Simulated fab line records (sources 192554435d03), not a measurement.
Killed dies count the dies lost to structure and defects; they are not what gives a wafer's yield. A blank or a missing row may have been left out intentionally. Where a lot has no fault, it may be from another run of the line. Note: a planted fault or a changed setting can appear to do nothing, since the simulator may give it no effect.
Chamber matching ; flow n5-finfet ; N5_BEOL_M5_ALD_86 on ald-metal-01: 4 sister chambers
The step deposits TaN, pulse time 2 s, purge time 3 s, co reactant purge time 2 s. 4 wafers are shown with their chamber, then 11 later ones without.

== WAFERS, EACH WITH ITS CHAMBER ==
wafer;chamber;heater-power-w (W)
L085.3;1;365
L085.6;2;440
L086.5;0;354
L090.4;3;436

== WAFERS MISSING THEIR CHAMBER ==
wafer;heater-power-w (W)
L090.5;365
L090.6;349
L091.2;363
L091.4;434
L091.6;444
L093.1;416
L093.2;360
L093.6;438
L096.1;358
L096.2;354
L096.4;423

== CHAMBER TAKEN BY EACH ==
wafer;from the rows above;in truth
L090.5;can't be placed: 1 or 0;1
L090.6;can't be placed: 0 or 1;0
L091.2;can't be placed: 1 or 0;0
L091.4;can't be placed: 3 or 2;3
L091.6;can't be placed: 2 or 3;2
L093.1;can't be placed: 3 or 2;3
L093.2;can't be placed: 1 or 0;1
L093.6;can't be placed: 2 or 3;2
L096.1;can't be placed: 0 or 1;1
L096.2;can't be placed: 0 or 1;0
L096.4;can't be placed: 3 or 2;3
Placed correctly: 0 of 11. Can't be placed from these rows: 11 (the true chamber is among the candidates in 11). 0 placed wrongly.
How it was worked out, from the rows above alone: a wafer's distance from a chamber is the root of the sum, over the readings, of the square of ((its reading less the chamber's mean) divided by the reading's scatter). If the next closest chamber is less than 2 further off than the closest, the wafer can't be placed; otherwise it belongs to the closest. For every chamber, the mean is computed from those of its wafers that are shown. The scatter: root of mean squared gap, hidden wafer to nearest shown wafer, with one shown wafer a chamber.
